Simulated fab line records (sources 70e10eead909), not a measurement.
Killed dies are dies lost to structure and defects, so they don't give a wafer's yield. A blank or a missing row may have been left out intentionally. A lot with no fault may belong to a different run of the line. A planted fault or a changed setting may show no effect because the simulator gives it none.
Chamber matching || flow nand_harc || NHARC_A_STAIRCASE_DESCUM_186 on rie_diel-04 has 4 sister chambers
The step chemistry O2, time 3 s. 33 wafers are shown with their chamber, then 12 later ones without.

== WAFERS, EACH WITH ITS CHAMBER ==
{"wafer": "L076.2", "chamber": 2, "showerhead_plenum_p_Torr (Torr)": 1.97, "drypump_motor_current_A (A)": 6.2, "rf_vpp_V (V)": 58.5}
{"wafer": "L076.3", "chamber": 1, "showerhead_plenum_p_Torr (Torr)": 1.78, "drypump_motor_current_A (A)": 6.6, "rf_vpp_V (V)": 56.4}
{"wafer": "L076.6", "chamber": 3, "showerhead_plenum_p_Torr (Torr)": 2.04, "drypump_motor_current_A (A)": 6.0, "rf_vpp_V (V)": 58.2}
{"wafer": "L076.1", "chamber": 0, "showerhead_plenum_p_Torr (Torr)": 1.84, "drypump_motor_current_A (A)": 5.2, "rf_vpp_V (V)": 59.2}
{"wafer": "L076.4", "chamber": 3, "showerhead_plenum_p_Torr (Torr)": 2.04, "drypump_motor_current_A (A)": 6.0, "rf_vpp_V (V)": 58.7}
{"wafer": "L076.5", "chamber": 2, "showerhead_plenum_p_Torr (Torr)": 1.97, "drypump_motor_current_A (A)": 6.3, "rf_vpp_V (V)": 58.7}
{"wafer": "L078.1", "chamber": 0, "showerhead_plenum_p_Torr (Torr)": 1.84, "drypump_motor_current_A (A)": 5.3, "rf_vpp_V (V)": 56.7}
{"wafer": "L078.4", "chamber": 3, "showerhead_plenum_p_Torr (Torr)": 2.03, "drypump_motor_current_A (A)": 6.0, "rf_vpp_V (V)": 58.9}
{"wafer": "L078.6", "chamber": 0, "showerhead_plenum_p_Torr (Torr)": 1.84, "drypump_motor_current_A (A)": 5.3, "rf_vpp_V (V)": 56.8}
{"wafer": "L079.1", "chamber": 2, "showerhead_plenum_p_Torr (Torr)": 1.97, "drypump_motor_current_A (A)": 6.2, "rf_vpp_V (V)": 59.2}
{"wafer": "L079.3", "chamber": 0, "showerhead_plenum_p_Torr (Torr)": 1.84, "drypump_motor_current_A (A)": 5.3, "rf_vpp_V (V)": 55.2}
{"wafer": "L079.5", "chamber": 3, "showerhead_plenum_p_Torr (Torr)": 2.03, "drypump_motor_current_A (A)": 6.0, "rf_vpp_V (V)": 57.1}
{"wafer": "L080.1", "chamber": 3, "showerhead_plenum_p_Torr (Torr)": 2.03, "drypump_motor_current_A (A)": 6.0, "rf_vpp_V (V)": 58.2}
{"wafer": "L080.2", "chamber": 2, "showerhead_plenum_p_Torr (Torr)": 1.97, "drypump_motor_current_A (A)": 6.2, "rf_vpp_V (V)": 58.8}
{"wafer": "L080.3", "chamber": 0, "showerhead_plenum_p_Torr (Torr)": 1.84, "drypump_motor_current_A (A)": 5.3, "rf_vpp_V (V)": 57.0}
{"wafer": "L080.4", "chamber": 1, "showerhead_plenum_p_Torr (Torr)": 1.77, "drypump_motor_current_A (A)": 6.6, "rf_vpp_V (V)": 56.1}
{"wafer": "L080.5", "chamber": 1, "showerhead_plenum_p_Torr (Torr)": 1.77, "drypump_motor_current_A (A)": 6.6, "rf_vpp_V (V)": 57.7}
{"wafer": "L080.6", "chamber": 2, "showerhead_plenum_p_Torr (Torr)": 1.97, "drypump_motor_current_A (A)": 6.2, "rf_vpp_V (V)": 57.5}
{"wafer": "L081.1", "chamber": 2, "showerhead_plenum_p_Torr (Torr)": 1.97, "drypump_motor_current_A (A)": 6.2, "rf_vpp_V (V)": 57.3}
{"wafer": "L081.3", "chamber": 1, "showerhead_plenum_p_Torr (Torr)": 1.77, "drypump_motor_current_A (A)": 6.6, "rf_vpp_V (V)": 56.8}
{"wafer": "L081.6", "chamber": 2, "showerhead_plenum_p_Torr (Torr)": 1.97, "drypump_motor_current_A (A)": 6.2, "rf_vpp_V (V)": 57.7}
{"wafer": "L083.2", "chamber": 2, "showerhead_plenum_p_Torr (Torr)": 1.97, "drypump_motor_current_A (A)": 6.2, "rf_vpp_V (V)": 58.1}
{"wafer": "L083.4", "chamber": 1, "showerhead_plenum_p_Torr (Torr)": 1.77, "drypump_motor_current_A (A)": 6.6, "rf_vpp_V (V)": 56.5}
{"wafer": "L083.5", "chamber": 2, "showerhead_plenum_p_Torr (Torr)": 1.97, "drypump_motor_current_A (A)": 6.2, "rf_vpp_V (V)": 55.4}
{"wafer": "L083.1", "chamber": 0, "showerhead_plenum_p_Torr (Torr)": 1.84, "drypump_motor_current_A (A)": 5.3, "rf_vpp_V (V)": 58.2}
{"wafer": "L083.3", "chamber": 3, "showerhead_plenum_p_Torr (Torr)": 2.03, "drypump_motor_current_A (A)": 6.0, "rf_vpp_V (V)": 58.7}
{"wafer": "L083.6", "chamber": 3, "showerhead_plenum_p_Torr (Torr)": 2.03, "drypump_motor_current_A (A)": 6.0, "rf_vpp_V (V)": 57.2}
{"wafer": "L086.2", "chamber": 3, "showerhead_plenum_p_Torr (Torr)": 2.03, "drypump_motor_current_A (A)": 6.0, "rf_vpp_V (V)": 58.7}
{"wafer": "L086.4", "chamber": 2, "showerhead_plenum_p_Torr (Torr)": 1.96, "drypump_motor_current_A (A)": 6.2, "rf_vpp_V (V)": 58.1}
{"wafer": "L086.5", "chamber": 3, "showerhead_plenum_p_Torr (Torr)": 2.03, "drypump_motor_current_A (A)": 6.0, "rf_vpp_V (V)": 59.0}
{"wafer": "L089.1", "chamber": 3, "showerhead_plenum_p_Torr (Torr)": 2.02, "drypump_motor_current_A (A)": 6.0, "rf_vpp_V (V)": 58.0}
{"wafer": "L089.2", "chamber": 2, "showerhead_plenum_p_Torr (Torr)": 1.96, "drypump_motor_current_A (A)": 6.2, "rf_vpp_V (V)": 58.9}
{"wafer": "L089.5", "chamber": 2, "showerhead_plenum_p_Torr (Torr)": 1.96, "drypump_motor_current_A (A)": 6.2, "rf_vpp_V (V)": 57.2}

SIGNATURES (means of the wafers above)
{"reading": "showerhead_plenum_p_Torr", "chamber 0": 1.8400, "chamber 1": 1.7720, "chamber 2": 1.9675, "chamber 3": 2.0310, "scatter within a chamber": 0.00453}
{"reading": "drypump_motor_current_A", "chamber 0": 5.283, "chamber 1": 6.600, "chamber 2": 6.208, "chamber 3": 6.000, "scatter within a chamber": 0.0246}
{"reading": "rf_vpp_V", "chamber 0": 57.183, "chamber 1": 56.700, "chamber 2": 57.950, "chamber 3": 58.270, "scatter within a chamber": 0.963}
Rule: for each reading, subtract the chamber's mean from the wafer's reading, divide by that reading's scatter and square the result; add these up over the readings and take the root, which gives the wafer's distance from the chamber. If the next closest chamber is less than 2 further off than the closest, the wafer can't be placed; otherwise it belongs to the closest. The scatter is the square root of a quotient: the sum, over the shown wafers, of each reading's squared deviation from its chamber's mean, divided by wafers minus chambers.

== WAFERS WITHOUT THEIR CHAMBER ==
{"wafer": "L089.3", "showerhead_plenum_p_Torr (Torr)": 1.96, "drypump_motor_current_A (A)": 6.2, "rf_vpp_V (V)": 58.1}
{"wafer": "L089.4", "showerhead_plenum_p_Torr (Torr)": 2.02, "drypump_motor_current_A (A)": 6.0, "rf_vpp_V (V)": 58.2}
{"wafer": "L089.6", "showerhead_plenum_p_Torr (Torr)": 2.02, "drypump_motor_current_A (A)": 6.0, "rf_vpp_V (V)": 58.3}
{"wafer": "L088.1", "showerhead_plenum_p_Torr (Torr)": 1.77, "drypump_motor_current_A (A)": 6.6, "rf_vpp_V (V)": 57.2}
{"wafer": "L088.2", "showerhead_plenum_p_Torr (Torr)": 1.83, "drypump_motor_current_A (A)": 5.3, "rf_vpp_V (V)": 57.4}
{"wafer": "L088.3", "showerhead_plenum_p_Torr (Torr)": 1.96, "drypump_motor_current_A (A)": 6.2, "rf_vpp_V (V)": 57.2}
{"wafer": "L097.3", "showerhead_plenum_p_Torr (Torr)": 1.82, "drypump_motor_current_A (A)": 5.3, "rf_vpp_V (V)": 58.1}
{"wafer": "L097.4", "showerhead_plenum_p_Torr (Torr)": 2.01, "drypump_motor_current_A (A)": 6.0, "rf_vpp_V (V)": 58.6}
{"wafer": "L097.6", "showerhead_plenum_p_Torr (Torr)": 1.82, "drypump_motor_current_A (A)": 5.3, "rf_vpp_V (V)": 57.1}
{"wafer": "L096.2", "showerhead_plenum_p_Torr (Torr)": 2.07, "drypump_motor_current_A (A)": 6.6, "rf_vpp_V (V)": 58.2}
{"wafer": "L096.3", "showerhead_plenum_p_Torr (Torr)": 1.82, "drypump_motor_current_A (A)": 5.3, "rf_vpp_V (V)": 57.5}
{"wafer": "L096.6", "showerhead_plenum_p_Torr (Torr)": 2.01, "drypump_motor_current_A (A)": 6.0, "rf_vpp_V (V)": 56.0}

== CHAMBER TAKEN BY EACH ==
{"wafer": "L089.3", "from the rows above": 2, "in truth": 2}
{"wafer": "L089.4", "from the rows above": 3, "in truth": 3}
{"wafer": "L089.6", "from the rows above": 3, "in truth": 3}
{"wafer": "L088.1", "from the rows above": 1, "in truth": 1}
{"wafer": "L088.2", "from the rows above": 0, "in truth": 0}
{"wafer": "L088.3", "from the rows above": 2, "in truth": 2}
{"wafer": "L097.3", "from the rows above": 0, "in truth": 0}
{"wafer": "L097.4", "from the rows above": 3, "in truth": 3}
{"wafer": "L097.6", "from the rows above": 0, "in truth": 0}
{"wafer": "L096.2", "from the rows above": "can't be placed: 3 or 2", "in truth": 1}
{"wafer": "L096.3", "from the rows above": 0, "in truth": 0}
{"wafer": "L096.6", "from the rows above": 3, "in truth": 3}
11 of 12 placed correctly. From these rows, 1 cannot be placed; in 0 the true chamber is one of the candidates. Placed wrongly: 0.
